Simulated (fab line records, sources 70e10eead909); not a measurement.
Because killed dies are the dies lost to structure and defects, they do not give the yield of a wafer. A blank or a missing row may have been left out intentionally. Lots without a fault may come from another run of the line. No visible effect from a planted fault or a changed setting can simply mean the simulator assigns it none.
A lot that was struck, set against a sound lot || flow nandHarc || 16 out of 1302 route steps
Sound: these wafers, L279.2, L279.3, L279.5. The struck wafers were L293.1, L293.3. The cause comes at the end.
Each step with rows lists, per side, the tool, then ch with its chambers, then its first start. Under that, the readings that differ: sound wafers || struck wafers || difference of the means || sigmas: that difference in standard deviations of wafers without a fault.
alike: readings with means less than 2 such deviations apart, plus words and numbers identical on both sides. not compared: withheld readings, readings lacking a value on some wafer, bounds such as >300 that could conceal the same value, and numbers that have no deviation in the record and whose values overlap.
Wherever a step has rows on one side only, a row that says differs or no value, or a row with sigmas, the two part there. When numbers do not overlap yet have no deviation, they are printed without sigmas and do not part them. Lack of a reading on every wafer of one side parts them only where that side has two or more wafers.

NHARC_A_ONON_D2_THK_MEAS_02: measures by ellipsometry.
  sound on filmMetro-02 at day 13 21:29; struck on filmMetro-02 at day 19 01:52
{"reading": "thkNm (nm)", "sound": "1024 1024 1024", "struck": "999 1001", "difference": -24, "sigmas": -2}
then, no rows for these wafers at 1 step: NHARC_A_ONON_D2_DEP_03 (target thk 1000 nm).
NHARC_A_ONON_D2_THK_MEAS_05: measures by ellipsometry.
  sound on filmMetro-01 at day 13 22:02; struck on filmMetro-01 at day 19 02:26
  alike: thkNm
then, no rows for these wafers at 1 step: NHARC_A_ONON_D2_DEP_06 (target thk 1000 nm).
NHARC_A_ONON_D2_THK_MEAS_08: measures by ellipsometry.
  sound on filmMetro-01 at day 13 22:37; struck on filmMetro-02 at day 19 03:00
  alike: thkNm
then, no rows for these wafers at 1 step: NHARC_A_ONON_D2_DEP_09 (target thk 1000 nm).
NHARC_A_ONON_D2_THK_MEAS_11: measures by ellipsometry.
  sound on filmMetro-02 at day 13 23:10; struck on filmMetro-02 at day 19 03:34
  alike: thkNm
then, no rows for these wafers at 1 step: NHARC_A_ONON_D2_DEP_12 (target thk 1000 nm).
NHARC_A_ONON_D2_THK_MEAS_14: measures by ellipsometry.
  sound on filmMetro-01 at day 13 23:45; struck on filmMetro-01 at day 19 04:08
{"reading": "thkNm (nm)", "sound": "984 984 984", "struck": "1006 1008", "difference": "+23", "sigmas": "+3"}
then, 2 steps without rows for these wafers: NHARC_A_ONON_D2_ANNEAL_15 (time 3600 s); NHARC_A_ONON_D2_DEP_16 (target thk 1000 nm).
NHARC_A_ONON_D2_THK_MEAS_18: measures by ellipsometry.
  sound on filmMetro-01 at day 14 10:59; struck on filmMetro-02 at day 19 11:30
  alike: thkNm
NHARC_A_ONON_D2_DEP_19: target thk 1000 nm.
  sound on pecvdOnon-02 ch 0, day 14 11:05; struck on pecvdOnon-02 ch 0, day 19 11:33
  alike: sih4FlowSccm
NHARC_A_ONON_D2_THK_MEAS_21: measures by ellipsometry.
  sound on filmMetro-02 at day 14 11:32; struck on filmMetro-01 at day 19 12:04
{"reading": "thkNm (nm)", "sound": "998 999 999", "struck": "1533 1535", "difference": "+535", "sigmas": "+56"}
then, no rows for these wafers at 1 step: NHARC_A_ONON_D2_DEP_22 (target thk 1000 nm).
-- record jumps: 11 days between struck wafers' starts before vs after; left off in module A_ONON_D2, resumes in module END, first step shown is number 1302 of the route --
NHARC_END_SORT_01:
  the record has rows for the struck wafers here (prober-01 ch 0, day 30 21:02) and none for the sound ones

## WHERE THEY PART
Earliest at NHARC_A_ONON_D2_THK_MEAS_02; latest, in this record, at NHARC_END_SORT_01.

WHY: whatever the simulator had introduced
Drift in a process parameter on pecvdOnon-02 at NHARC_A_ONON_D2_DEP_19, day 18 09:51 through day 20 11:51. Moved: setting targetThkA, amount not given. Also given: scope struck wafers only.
